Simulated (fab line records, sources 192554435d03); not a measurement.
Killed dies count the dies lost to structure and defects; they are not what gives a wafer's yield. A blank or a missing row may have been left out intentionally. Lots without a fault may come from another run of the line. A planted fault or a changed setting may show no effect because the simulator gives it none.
fab line records    flow n5_finfet
record lots=24  wafers=72  last_day=21
route steps=1938 shown BEOL_M1@764 BEOL_M2@854
lots with no fault: from the same line, run without faults
start_h: hours from the record's opening day to when the first of the lot's shown wafers began    wait_h: how many hours have passed since the lot's step before this one    " identical to the entry in the row above    L1.1+2: a single row standing in for several wafers    - value missing, or start not given    * or withheld: withheld    < > ~ a bound
route shown NAME@n: names a module that has steps shown in the file, with the first one's number in the route    usual: the fault-free wafers' mean and standard deviation    same: alike in all rows    chamber/n: place in a boat    sites: per-site readings    _std_site: standard deviation of those values    _edge_site: outer sites' mean less inner sites'    radius_mm: how far each site lies from the wafer's centre    mask NAME#n: copy n    behind: the tool/chamber that last shaped the wafer    hold: why the lot went on hold/how many hours it stayed there/how the hold came to an end    device: which transistor (n, p or np) failed to switch    end of line: tests of these same wafers at the route's end    a step with no rows: only its recipe    killed: the dies lost at the first sort to structure and to defects; this is not the yield of the wafer    map: dies across one wafer; x = killed, . = not, _ = none there
set.NAME: the setting the step ran with; set.NAME@STEP: the setting that earlier step ran with    model.NAME: the simulator's own value behind a step, which no gauge read
the route's steps for a sample of lots (tables are steps, rows are wafers)
services: the hour from which a tool's chamber was out of use, counted from the record's first day as start_h (under 0 if before that day), plus the number of hours and why
## steps
# step N5_BEOL_M1_CD_MEAS_11
# recipe target_cd_nm=17.05  landing_energy_ev=500  detector=se_inlens  polarity=opening
# usual cd_nm=16.98/0.26
lot.wafer  tool       chamber  start_h  wait_h  cd_nm
L074.1     cd_sem-03  0        135.00   -       17.15
L074.4     "          0        "        "       17.05
L074.6     "          0        "        "       16.84
L075.2     cd_sem-03  0        135.20   -       17.09
L075.3     "          0        "        "       17.37
L075.4     "          0        "        "       16.84
L077.2     cd_sem-01  0        141.00   -       17.12
L077.3     "          0        "        "       17.07
L077.5     "          0        "        "       17.21
L076.2     cd_sem-03  0        145.16   -       16.76
L076.4     "          0        "        "       17.50
L076.6     "          0        "        "       17.19
L078.2     cd_sem-02  0        145.89   -       16.60
L078.4     "          0        "        "       17.32
L078.5     "          0        "        "       16.37
L080.2     cd_sem-03  0        161.39   -       16.55
L080.4     "          0        "        "       16.72
L080.5     "          0        "        "       17.06
L082.3     cd_sem-02  0        164.33   -       17.27
L082.4     "          0        "        "       17.56
L082.6     "          0        "        "       17.21
L079.4     cd_sem-02  0        164.99   -       17.19
L079.5     "          0        "        "       16.94
L079.6     "          0        "        "       17.39
L081.3     cd_sem-01  0        168.33   -       17.02
L081.5     "          0        "        "       17.01
L081.6     "          0        "        "       16.82
L083.2     cd_sem-03  0        172.57   -       16.86
L083.3     "          0        "        "       16.59
L083.6     "          0        "        "       16.40
L084.1     cd_sem-03  0        183.88   -       17.22
L084.4     "          0        "        "       17.38
L084.5     "          0        "        "       17.71
L085.2     cd_sem-02  0        192.86   -       17.00
L085.3     "          0        "        "       16.59
L085.4     "          0        "        "       16.86
L086.2     cd_sem-03  0        195.67   -       17.10
L086.3     "          0        "        "       16.79
L086.4     "          0        "        "       17.00
L087.1     cd_sem-03  0        198.36   -       17.04
L087.2     "          0        "        "       16.80
L087.6     "          0        "        "       16.89
L088.2     cd_sem-01  0        204.98   -       16.83
L088.5     "          0        "        "       16.61
L088.6     "          0        "        "       17.03
L089.1     cd_sem-03  0        207.93   -       17.26
L089.2     "          0        "        "       17.31
L089.4     "          0        "        "       17.20
L090.3     cd_sem-03  0        221.07   -       16.90
L090.4     "          0        "        "       16.76
L090.6     "          0        "        "       16.87
L091.3     cd_sem-03  0        224.44   -       17.04
L091.4     "          0        "        "       17.10
L091.5     "          0        "        "       17.08
L092.2     cd_sem-03  0        231.49   -       16.46
L092.3     "          0        "        "       16.95
L092.5     "          0        "        "       16.92
L093.2     cd_sem-01  0        236.24   -       17.27
L093.3     "          0        "        "       17.15
L093.6     "          0        "        "       16.93
L094.2     cd_sem-03  0        244.70   -       16.97
L094.3     "          0        "        "       16.81
L094.4     "          0        "        "       16.71
L096.1     cd_sem-01  0        251.11   -       16.83
L096.2     "          0        "        "       17.25
L096.5     "          0        "        "       17.36
L095.1     cd_sem-01  0        259.87   -       16.91
L095.2     "          0        "        "       16.83
L095.6     "          0        "        "       17.09
L097.4     cd_sem-01  0        260.36   -       17.09
L097.5     "          0        "        "       17.37
L097.6     "          0        "        "       16.70
# step N5_BEOL_M1_DESCUM_16
# recipe chemistry=O2  time_s=7  source_power_w=50  bias_power_w=20  pressure_mtorr=20  rf_frequency_hz=2.712e+07  temp_c=40  resist=CAR-EUV  o2_flow_sccm=225
# usual drypump_motor_current_A=5.6/0.45  oes_product_au=0.77/0.066  rf_vpp_V=243.4/1.5  showerhead_plenum_p_Torr=2.11/0.085  throttle_valve_pct=20.44/0.2
lot.wafer  tool         chamber  start_h  wait_h  drypump_motor_current_A  oes_product_au  rf_hours_counter_h  rf_vpp_V  showerhead_plenum_p_Torr  throttle_valve_pct
L074.1     rie_diel-02  0        135.12   0.0     4.8                      0.71            219                 242.9     1.99                      20.93
L074.4     "            3        "        "       5.7                      0.87            61                  241.6     2.02                      20.58
L074.6     "            2        "        "       5.0                      0.73            -                   244.7     2.17                      20.45
L075.2     rie_diel-02  2        136.02   0.7     5.0                      0.73            201                 244.7     2.17                      20.43
L075.3     "            1        "        "       6.4                      0.84            67                  245.2     2.24                      20.43
L075.4     "            0        "        "       4.8                      0.71            219                 241.5     1.99                      20.92
L077.2     rie_diel-02  0        141.12   0.0     4.8                      0.71            220                 241.0     1.99                      20.95
L077.3     "            1        "        "       6.4                      0.84            68                  245.7     2.24                      20.42
L077.5     "            3        "        "       5.7                      0.87            -                   242.3     2.02                      20.59
L076.2     rie_diel-02  2        145.29   0.0     5.0                      0.74            203                 244.2     2.17                      20.44
L076.4     "            3        "        "       5.7                      0.87            64                  242.1     2.02                      20.58
L076.6     "            0        "        "       4.8                      0.71            -                   240.7     1.99                      20.93
L078.2     rie_diel-06  0        146.01   0.0     5.8                      0.80            113                 243.2     2.07                      20.38
L078.4     "            3        "        "       6.0                      0.67            249                 243.2     2.14                      20.70
L078.5     "            2        "        "       5.6                      0.72            -                   242.5     2.06                      20.30
L080.2     rie_diel-06  1        161.51   0.0     5.6                      0.82            67                  246.5     2.22                      20.17
L080.4     "            2        "        "       5.5                      0.72            -                   243.0     2.06                      20.28
L080.5     "            0        "        "       5.8                      0.80            -                   243.0     2.07                      20.40
L082.3     rie_diel-06  1        164.67   0.2     5.6                      0.82            69                  244.4     2.21                      20.17
L082.4     "            1        "        "       5.6                      0.82            -                   244.1     2.21                      20.18
L082.6     "            2        "        "       5.5                      0.72            -                   244.7     2.06                      20.32
L079.4     rie_diel-02  2        165.11   0.0     5.0                      0.72            209                 243.3     2.17                      20.46
L079.5     "            2        "        "       5.0                      0.73            -                   243.8     2.17                      20.44
L079.6     "            1        "        "       6.4                      0.83            -                   243.6     2.23                      20.45
L081.3     rie_diel-06  1        168.67   0.3     5.5                      0.83            71                  246.8     2.21                      20.18
L081.5     "            0        "        "       5.8                      0.79            -                   243.5     2.07                      20.40
L081.6     "            2        "        "       5.5                      0.72            -                   243.6     2.06                      20.32
L083.2     rie_diel-06  0        174.29   1.6     5.8                      0.79            125                 242.8     2.07                      20.39
L083.3     "            2        "        "       5.5                      0.71            214                 242.8     2.06                      20.31
L083.6     "            2        "        "       5.5                      0.72            -                   242.7     2.06                      20.33
L084.1     rie_diel-05  1        185.17   1.2     5.6                      0.71            202                 245.8     2.13                      20.35
L084.4     "            0        "        "       5.0                      0.73            -                   241.5     2.01                      20.62
L084.5     "            2        "        "       6.1                      0.78            -                   245.3     2.19                      20.28
L085.2     rie_diel-05  1        193.22   0.3     5.5                      0.71            206                 245.9     2.13                      20.35
L085.3     "            0        "        "       5.0                      0.72            178                 240.9     2.00                      20.65
L085.4     "            2        "        "       6.2                      0.79            129                 244.9     2.19                      20.30
L086.2     rie_diel-05  2        195.79   0.0     6.1                      0.78            130                 243.7     2.19                      20.27
L086.3     "            3        "        "       5.8                      0.72            170                 243.0     1.99                      20.24
L086.4     "            1        "        "       5.5                      0.71            207                 243.4     2.13                      20.36
L087.1     rie_diel-06  1        198.48   0.0     5.5                      0.81            86                  243.2     2.21                      20.21
L087.2     "            2        "        "       5.6                      0.71            226                 242.6     2.05                      20.33
L087.6     "            2        "        "       5.5                      0.71            -                   241.6     2.05                      20.33
L088.2     rie_diel-02  3        205.26   0.2     5.7                      0.85            81                  242.2     2.02                      20.61
L088.5     "            2        "        "       5.0                      0.72            -                   244.4     2.16                      20.47
L088.6     "            1        "        "       6.4                      0.82            -                   245.9     2.23                      20.45
L089.1     rie_diel-02  2        208.05   0.0     5.0                      0.73            219                 243.9     2.16                      20.47
L089.2     "            1        "        "       6.4                      0.82            85                  244.3     2.23                      20.46
L089.4     "            3        "        "       5.7                      0.86            82                  242.8     2.02                      20.60
L090.3     rie_diel-06  1        221.19   0.0     5.5                      0.80            95                  244.1     2.20                      20.21
L090.4     "            3        "        "       6.0                      0.94            -                   244.1     2.13                      20.30
L090.6     "            1        "        "       5.5                      0.80            -                   244.0     2.21                      20.19
L091.3     rie_diel-02  1        224.56   0.0     6.4                      0.82            91                  244.8     2.23                      20.46
L091.4     "            3        "        "       5.7                      0.85            87                  241.9     2.01                      20.62
L091.5     "            3        "        "       5.7                      0.85            -                   242.2     2.01                      20.63
L092.2     rie_diel-02  0        231.61   0.0     4.9                      0.70            248                 240.0     1.98                      20.97
L092.3     "            3        "        "       5.7                      0.84            90                  240.9     2.01                      20.64
L092.5     "            2        "        "       5.0                      0.72            -                   243.3     2.16                      20.49
L093.2     rie_diel-06  2        236.36   0.0     5.6                      0.70            237                 243.6     2.05                      20.36
L093.3     "            3        "        "       6.0                      0.94            18                  244.4     2.13                      20.31
L093.6     "            3        "        "       6.1                      0.94            -                   243.3     2.13                      20.30
L094.2     rie_diel-06  1        244.82   0.0     5.6                      0.79            100                 245.7     2.20                      20.22
L094.3     "            0        "        "       5.8                      0.77            145                 244.4     2.06                      20.41
L094.4     "            2        "        "       5.5                      0.69            239                 243.9     2.05                      20.35
L096.1     rie_diel-06  0        251.39   0.2     5.8                      0.78            147                 241.4     2.06                      20.42
L096.2     "            2        "        "       5.5                      0.70            241                 242.4     2.05                      20.36
L096.5     "            0        "        "       5.8                      0.77            -                   242.8     2.06                      20.43
L095.1     rie_diel-02  2        260.00   0.0     5.0                      0.72            232                 243.2     2.16                      20.48
L095.2     "            1        "        "       6.4                      0.80            100                 245.2     2.22                      20.48
L095.6     "            2        "        "       5.0                      0.71            -                   242.8     2.16                      20.50
L097.4     rie_diel-05  2        260.58   0.1     6.1                      0.76            147                 245.6     2.18                      20.31
L097.5     "            1        "        "       5.6                      0.70            -                   243.4     2.12                      20.39
L097.6     "            2        "        "       6.1                      0.76            -                   245.6     2.18                      20.31
# step N5_BEOL_M1_OVL_MEAS_29
# recipe points_per_wafer=522
# usual V0_OVL=0.3/0.72
lot.wafer  tool        chamber  start_h  wait_h  V0_OVL[nm]
L074.1     overlay-02  0        136.18   0.0     0.1
L074.4     "           0        "        "       0.3
L074.6     "           0        "        "       0.0
L075.2     overlay-02  0        136.94   0.0     -0.4
L075.3     "           0        "        "       0.7
L075.4     "           0        "        "       -1.6
L077.2     overlay-02  0        142.10   0.0     -0.5
L077.3     "           0        "        "       -0.3
L077.5     "           0        "        "       -0.2
L076.2     overlay-01  0        146.07   0.0     0.1
L076.4     "           0        "        "       1.2
L076.6     "           0        "        "       1.0
L078.2     overlay-01  0        146.88   0.0     -0.1
L078.4     "           0        "        "       0.4
L078.5     "           0        "        "       0.5
L080.2     overlay-02  0        162.29   0.0     0.7
L080.4     "           0        "        "       0.6
L080.5     "           0        "        "       1.7
L082.3     overlay-01  0        165.48   0.0     0.4
L082.4     "           0        "        "       0.1
L082.6     "           0        "        "       0.2
L079.4     overlay-02  0        166.03   0.0     0.3
L079.5     "           0        "        "       1.6
L079.6     "           0        "        "       0.3
L081.3     overlay-01  0        169.51   0.0     1.5
L081.5     "           0        "        "       2.3
L081.6     "           0        "        "       0.8
L083.2     overlay-01  0        175.31   0.0     0.1
L083.3     "           0        "        "       0.4
L083.6     "           0        "        "       0.8
L084.1     overlay-02  0        186.13   0.0     0.0
L084.4     "           0        "        "       0.2
L084.5     "           0        "        "       -0.5
L085.2     overlay-02  0        194.05   0.0     -0.3
L085.3     "           0        "        "       0.7
L085.4     "           0        "        "       -0.4
L086.2     overlay-01  0        196.59   0.0     1.2
L086.3     "           0        "        "       1.9
L086.4     "           0        "        "       0.9
L087.1     overlay-02  0        199.31   0.0     0.8
L087.2     "           0        "        "       0.4
L087.6     "           0        "        "       -0.2
L088.2     overlay-02  0        206.38   0.0     0.0
L088.5     "           0        "        "       -0.2
L088.6     "           0        "        "       -0.4
L089.1     overlay-01  0        209.83   0.0     0.7
L089.2     "           0        "        "       1.0
L089.4     "           0        "        "       1.3
L090.3     overlay-01  0        222.10   0.0     0.0
L090.4     "           0        "        "       -0.6
L090.6     "           0        "        "       -0.1
L091.3     overlay-01  0        225.35   0.0     -0.2
L091.4     "           0        "        "       0.5
L091.5     "           0        "        "       -0.2
L092.2     overlay-02  0        232.48   0.0     -0.8
L092.3     "           0        "        "       0.0
L092.5     "           0        "        "       -0.5
L093.2     overlay-02  0        237.14   0.0     0.3
L093.3     "           0        "        "       -0.4
L093.6     "           0        "        "       0.8
L094.2     overlay-01  0        245.73   0.0     -0.9
L094.3     "           0        "        "       -0.1
L094.4     "           0        "        "       -0.8
L096.1     overlay-01  0        252.30   0.0     0.5
L096.2     "           0        "        "       -0.3
L096.5     "           0        "        "       1.3
L095.1     overlay-01  0        260.91   0.0     -0.2
L095.2     "           0        "        "       -1.3
L095.6     "           0        "        "       -1.0
L097.4     overlay-01  0        261.50   0.0     0.9
L097.5     "           0        "        "       0.5
L097.6     "           0        "        "       0.9
# step N5_BEOL_M1_ETCHBACK_99
# recipe chemistry=CHF3  target=SiO2  target_depth_a=50  time_s=10.4  source_w=215  bias_w=47  Ar_flow_sccm=200  CHF3_flow_sccm=12  ion_energy_ev=100  pressure_mtorr=30
# usual drypump_motor_current_A=5.6/0.43  oes_product_au=0.76/0.065  rf_vpp_V=244/6.9  showerhead_plenum_p_Torr=2.15/0.088  throttle_valve_pct=17.11/0.2
lot.wafer  tool         chamber  start_h  wait_h  drypump_motor_current_A  oes_product_au  rf_hours_counter_h  rf_vpp_V  showerhead_plenum_p_Torr  throttle_valve_pct
L074.1     rie_diel-05  1        171.79   35.0    5.6                      0.73            194                 236       2.24                      17.32
L074.4     "            2        "        "       6.1                      0.80            117                 238       2.27                      17.00
L074.6     "            0        "        "       5.0                      0.72            -                   248       2.05                      17.14
L075.2     rie_diel-06  0        171.79   34.3    5.8                      0.77            123                 248       2.16                      17.25
L075.3     "            1        "        "       5.6                      0.82            73                  245       2.24                      16.64
L075.4     "            2        "        "       5.5                      0.71            -                   237       2.15                      17.12
L077.2     rie_diel-06  0        174.73   32.4    5.8                      0.77            125                 247       2.16                      17.25
L077.3     "            2        "        "       5.5                      0.71            214                 238       2.15                      17.12
L077.5     "            1        "        "       5.5                      0.82            -                   245       2.24                      16.64
L076.2     rie_diel-06  2        175.10   28.7    5.6                      0.71            214                 238       2.15                      17.13
L076.4     "            1        "        "       5.5                      0.82            -                   243       2.24                      16.65
L076.6     "            0        "        "       5.8                      0.77            -                   247       2.16                      17.26
L078.2     rie_diel-05  1        182.80   35.6    5.6                      0.72            200                 234       2.24                      17.32
L078.4     "            3        "        "       5.7                      0.74            169                 243       2.06                      16.98
L078.5     "            1        "        "       5.5                      0.71            -                   235       2.24                      17.32
L079.4     rie_diel-02  2        193.93   27.6    5.1                      0.71            214                 238       2.20                      17.04
L079.5     "            3        "        "       5.7                      0.83            -                   260       2.07                      17.19
L079.6     "            0        "        "       4.8                      0.70            -                   246       2.02                      17.47
L080.2     rie_diel-06  1        196.44   33.9    5.5                      0.82            86                  244       2.24                      16.66
L080.4     "            3        "        "       6.1                      1.00            5                   248       2.21                      16.97
L080.5     "            2        "        "       5.6                      0.71            -                   236       2.14                      17.14
L082.3     rie_diel-05  1        197.30   31.6    5.6                      0.70            208                 234       2.23                      17.34
L082.4     "            2        "        "       6.2                      0.78            131                 238       2.27                      17.04
L082.6     "            3        "        "       5.7                      0.74            -                   241       2.06                      16.99
L084.1     rie_diel-05  1        200.45   13.5    5.6                      0.72            208                 235       2.23                      17.33
L084.4     "            3        "        "       5.8                      0.74            172                 243       2.06                      16.99
L084.5     "            3        "        "       5.7                      0.73            -                   242       2.06                      17.00
L081.3     rie_diel-06  2        200.48   30.3    5.5                      0.71            226                 237       2.14                      17.13
L081.5     "            1        "        "       5.5                      0.81            -                   245       2.24                      16.66
L081.6     "            0        "        "       5.8                      0.77            -                   247       2.15                      17.26
L086.2     rie_diel-05  2        203.84   7.0     6.1                      0.78            133                 237       2.27                      17.03
L086.3     "            1        "        "       5.5                      0.71            210                 235       2.23                      17.32
L086.4     "            3        "        "       5.7                      0.73            173                 242       2.06                      17.00
L083.2     rie_diel-02  3        205.49   28.7    5.7                      0.83            81                  260       2.07                      17.18
L083.3     "            2        "        "       5.0                      0.71            218                 238       2.20                      17.04
L083.6     "            1        "        "       6.4                      0.80            -                   252       2.26                      16.90
L085.2     rie_diel-06  2        220.42   25.9    5.5                      0.69            234                 238       2.14                      17.14
L085.3     "            3        "        "       6.1                      0.96            15                  248       2.21                      17.00
L085.4     "            1        "        "       5.6                      0.80            -                   243       2.23                      16.67
L087.1     rie_diel-02  1        224.83   25.2    6.4                      0.80            92                  250       2.26                      16.94
L087.2     "            3        "        "       5.7                      0.82            87                  259       2.07                      17.19
L087.6     "            2        "        "       5.0                      0.70            -                   238       2.20                      17.05
L088.2     rie_diel-05  2        228.25   20.4    6.1                      0.77            141                 237       2.26                      17.05
L088.5     "            3        "        "       5.7                      0.72            -                   242       2.05                      17.04
L088.6     "            0        "        "       5.0                      0.72            -                   249       2.04                      17.18
L089.1     rie_diel-02  3        235.21   24.6    5.7                      0.82            90                  259       2.07                      17.22
L089.2     "            2        "        "       5.0                      0.70            225                 237       2.20                      17.03
L089.4     "            0        "        "       4.8                      0.69            249                 244       2.01                      17.49
L090.3     rie_diel-02  0        235.60   13.2    4.8                      0.69            249                 245       2.01                      17.50
L090.4     "            3        "        "       5.7                      0.81            91                  261       2.07                      17.22
L090.6     "            0        "        "       4.8                      0.69            -                   245       2.01                      17.51
L091.3     rie_diel-05  1        240.13   14.5    5.6                      0.71            220                 235       2.23                      17.36
L091.4     "            3        "        "       5.7                      0.73            180                 241       2.05                      17.01
L091.5     "            3        "        "       5.8                      0.73            -                   241       2.05                      17.03
L092.2     rie_diel-02  3        250.18   17.0    5.7                      0.81            94                  259       2.07                      17.22
L092.3     "            1        "        "       6.4                      0.79            98                  251       2.25                      16.93
L092.5     "            1        "        "       6.4                      0.78            -                   249       2.25                      16.92
L093.2     rie_diel-05  0        254.55   17.1    5.0                      0.70            194                 251       2.04                      17.17
L093.3     "            3        "        "       5.8                      0.73            182                 242       2.05                      17.02
L093.6     "            0        "        "       5.0                      0.71            -                   251       2.04                      17.18
L094.2     rie_diel-05  2        259.09   13.0    6.1                      0.76            147                 236       2.26                      17.06
L094.3     "            0        "        "       5.0                      0.70            196                 251       2.04                      17.18
L094.4     "            3        "        "       5.8                      0.73            184                 242       2.05                      17.03
L096.1     rie_diel-06  0        259.57   6.7     5.8                      0.75            148                 247       2.15                      17.28
L096.2     "            3        "        "       6.0                      0.95            24                  246       2.21                      17.02
L096.5     "            3        "        "       6.1                      0.95            -                   246       2.21                      17.03
L095.1     rie_diel-05  3        262.35   1.2     5.7                      0.74            185                 242       2.05                      17.02
L095.2     "            1        "        "       5.6                      0.70            224                 235       2.23                      17.36
L095.6     "            0        "        "       5.0                      0.71            -                   250       2.04                      17.18
L097.4     rie_diel-05  0        270.70   9.0     5.0                      0.71            198                 249       2.04                      17.19
L097.5     "            0        "        "       5.0                      0.71            -                   251       2.04                      17.20
L097.6     "            1        "        "       5.6                      0.70            -                   235       2.23                      17.36
# step N5_BEOL_M1_SPUTTER_81
# recipe material=Cu  target_thk_a=45  temp_c=-20  chamber_pressure_pa=0.07  power_w=withheld  time_s=8.29
# usual chamber_pressure_pa=0.07/0.00013  throttle_valve_pct=30.0/0.73
lot.wafer  tool            chamber  start_h  wait_h  chamber_pressure_pa  throttle_valve_pct
L074.1     pvd_sputter-03  -        173.45   0.1     0.06975              31.3
L074.4     "               -        "        "       0.06992              28.8
L074.6     "               -        "        "       0.07019              30.5
L075.2     pvd_sputter-01  -        173.66   0.1     0.07036              31.0
L075.3     "               -        "        "       0.06991              29.4
L075.4     "               -        "        "       0.06995              29.4
L077.2     pvd_sputter-02  -        176.60   0.1     0.06998              29.6
L077.3     "               -        "        "       0.07015              29.9
L077.5     "               -        "        "       0.07                 29.7
L076.2     pvd_sputter-03  -        177.37   0.1     0.07                 31.1
L076.4     "               -        "        "       0.06992              29.6
L076.6     "               -        "        "       0.06984              30.8
L078.2     pvd_sputter-03  -        185.06   0.1     0.06999              30.5
L078.4     "               -        "        "       0.0699               28.8
L078.5     "               -        "        "       0.06993              31.5
L079.4     pvd_sputter-03  -        196.44   0.1     0.06984              31.3
L079.5     "               -        "        "       0.06977              31.3
L079.6     "               -        "        "       0.06998              29.4
L080.2     pvd_sputter-02  -        199.12   0.1     0.07021              29.9
L080.4     "               -        "        "       0.07016              30.7
L080.5     "               -        "        "       0.06981              29.7
L082.3     pvd_sputter-03  -        199.50   0.1     0.07003              29.4
L082.4     "               -        "        "       0.06993              30.1
L082.6     "               -        "        "       0.06998              30.4
L084.1     pvd_sputter-03  -        202.50   0.1     0.07028              29.0
L084.4     "               -        "        "       0.06996              29.5
L084.5     "               -        "        "       0.06996              31.3
L081.3     pvd_sputter-02  -        202.58   0.1     0.07015              30.5
L081.5     "               -        "        "       0.06987              29.6
L081.6     "               -        "        "       0.07002              29.7
L086.2     pvd_sputter-02  -        206.10   0.1     0.07025              30.6
L086.3     "               -        "        "       0.06977              29.7
L086.4     "               -        "        "       0.06991              29.6
L083.2     pvd_sputter-03  -        208.26   0.1     0.07015              31.6
L083.3     "               -        "        "       0.07018              30.6
L083.6     "               -        "        "       0.06996              28.8
L085.2     pvd_sputter-01  -        223.55   0.1     0.07017              30.0
L085.3     "               -        "        "       0.06997              29.6
L085.4     "               -        "        "       0.07019              29.1
L087.1     pvd_sputter-01  -        228.97   0.1     0.07032              29.3
L087.2     "               -        "        "       0.06989              29.5
L087.6     "               -        "        "       0.07009              29.7
L088.2     pvd_sputter-02  -        230.06   0.1     0.07009              29.5
L088.5     "               -        "        "       0.07003              30.5
L088.6     "               -        "        "       0.07008              29.7
L089.1     pvd_sputter-01  -        237.34   0.1     0.07028              29.7
L089.2     "               -        "        "       0.06974              29.4
L089.4     "               -        "        "       0.07004              31.3
L090.3     pvd_sputter-01  -        239.26   0.1     0.06999              29.4
L090.4     "               -        "        "       0.06996              29.4
L090.6     "               -        "        "       0.06992              29.3
L091.3     pvd_sputter-03  -        241.86   0.1     0.06998              28.9
L091.4     "               -        "        "       0.06998              29.6
L091.5     "               -        "        "       0.07012              31.0
L092.2     pvd_sputter-01  -        253.64   0.1     0.06987              29.3
L092.3     "               -        "        "       0.07015              29.6
L092.5     "               -        "        "       0.06987              29.6
L093.2     pvd_sputter-02  -        256.52   0.1     0.07001              29.8
L093.3     "               -        "        "       0.06996              29.6
L093.6     "               -        "        "       0.07008              30.0
L094.2     pvd_sputter-01  -        261.42   0.1     0.06995              29.7
L094.3     "               -        "        "       0.07011              29.5
L094.4     "               -        "        "       0.06987              29.3
L096.1     pvd_sputter-02  -        261.50   0.1     0.07031              29.4
L096.2     "               -        "        "       0.07005              29.5
L096.5     "               -        "        "       0.06995              30.6
L095.1     pvd_sputter-01  -        264.30   0.1     0.06986              29.3
L095.2     "               -        "        "       0.06984              29.6
L095.6     "               -        "        "       0.06976              29.2
L097.4     pvd_sputter-03  -        273.26   0.1     0.07006              29.6
L097.5     "               -        "        "       0.06999              28.6
L097.6     "               -        "        "       0.0699               29.7
# step N5_BEOL_M2_CD_MEAS_11
# recipe target_cd_nm=16.79  landing_energy_ev=500  detector=se_inlens  polarity=opening
# usual cd_nm=16.96/0.24
lot.wafer  tool       chamber  start_h  wait_h  cd_nm
L074.1     cd_sem-02  0        176.58   -       16.85
L074.4     "          0        "        "       17.16
L074.6     "          0        "        "       16.85
L075.2     cd_sem-01  0        177.50   -       17.33
L075.3     "          0        "        "       17.24
L075.4     "          0        "        "       17.21
L077.2     cd_sem-03  0        180.23   -       16.77
L077.3     "          0        "        "       16.76
L077.5     "          0        "        "       16.70
L076.2     cd_sem-02  0        180.77   -       17.04
L076.4     "          0        "        "       17.10
L076.6     "          0        "        "       16.62
L078.2     cd_sem-02  0        190.52   -       16.94
L078.4     "          0        "        "       17.26
L078.5     "          0        "        "       16.99
L079.4     cd_sem-02  0        201.57   -       16.88
L079.5     "          0        "        "       16.82
L079.6     "          0        "        "       16.69
L080.2     cd_sem-02  0        204.46   -       17.26
L080.4     "          0        "        "       17.04
L080.5     "          0        "        "       16.74
L082.3     cd_sem-02  0        204.70   -       17.22
L082.4     "          0        "        "       16.88
L082.6     "          0        "        "       16.81
L084.1     cd_sem-03  0        206.22   -       16.66
L084.4     "          0        "        "       16.96
L084.5     "          0        "        "       16.83
L081.3     cd_sem-01  0        206.60   -       16.84
L081.5     "          0        "        "       17.39
L081.6     "          0        "        "       16.88
L086.2     cd_sem-03  0        210.24   -       17.48
L086.3     "          0        "        "       17.51
L086.4     "          0        "        "       17.04
L083.2     cd_sem-01  0        212.02   -       17.66
L083.3     "          0        "        "       16.79
L083.6     "          0        "        "       17.24
L085.2     cd_sem-03  0        228.85   -       16.76
L085.3     "          0        "        "       17.00
L085.4     "          0        "        "       17.04
L087.1     cd_sem-01  0        232.05   -       16.76
L087.2     "          0        "        "       16.87
L087.6     "          0        "        "       17.06
L088.2     cd_sem-03  0        236.34   -       16.60
L088.5     "          0        "        "       17.06
L088.6     "          0        "        "       16.83
L089.1     cd_sem-01  0        241.18   -       16.95
L089.2     "          0        "        "       16.81
L089.4     "          0        "        "       16.50
L090.3     cd_sem-01  0        244.69   -       16.71
L090.4     "          0        "        "       17.45
L090.6     "          0        "        "       17.26
L091.3     cd_sem-03  0        245.41   -       16.99
L091.4     "          0        "        "       16.79
L091.5     "          0        "        "       16.99
L092.2     cd_sem-01  0        259.78   -       16.64
L092.3     "          0        "        "       16.70
L092.5     "          0        "        "       16.86
L093.2     cd_sem-01  0        260.32   -       16.87
L093.3     "          0        "        "       17.24
L093.6     "          0        "        "       16.68
L094.2     cd_sem-03  0        266.22   -       16.80
L094.3     "          0        "        "       16.78
L094.4     "          0        "        "       17.17
L096.1     cd_sem-03  0        266.48   -       17.14
L096.2     "          0        "        "       16.91
L096.5     "          0        "        "       16.90
L095.1     cd_sem-02  0        271.34   -       16.93
L095.2     "          0        "        "       17.01
L095.6     "          0        "        "       16.53
L097.4     cd_sem-03  0        277.03   -       16.67
L097.5     "          0        "        "       16.70
L097.6     "          0        "        "       16.34
## services
tool            chamber  start_h  hours  kind
pvd_sputter-03  -        116.35   55.4   repair
rie_diel-06     3        141.41   1.3    repair
rie_diel-06     3        156.83   2.9    repair
rie_diel-06     3        159.87   -      clean
rie_diel-06     3        159.87   -      consumable_replace:focus_ring
rie_diel-06     3        159.87   22.0   scheduled_down
rie_diel-06     3        159.87   22.0   vent_cycle
rie_diel-02     -        169.40   14.6   pm
rie_diel-05     3        183.44   8.8    repair
rie_diel-02     -        192.18   1.3    repair
rie_diel-02     2        210.62   5.7    repair
rie_diel-06     0        211.17   17.1   repair
pvd_sputter-03  -        216.35   1.0    repair
rie_diel-05     3        216.50   6.9    repair
rie_diel-02     0        239.75   -      clean
rie_diel-02     0        239.75   -      consumable_replace:focus_ring
rie_diel-02     0        239.75   -      consumable_replace:showerhead
rie_diel-02     0        239.75   23.9   scheduled_down
rie_diel-02     0        239.75   23.9   vent_cycle
rie_diel-06     -        246.41   0.3    repair
rie_diel-06     3        272.62   3.0    repair
## key
fault none
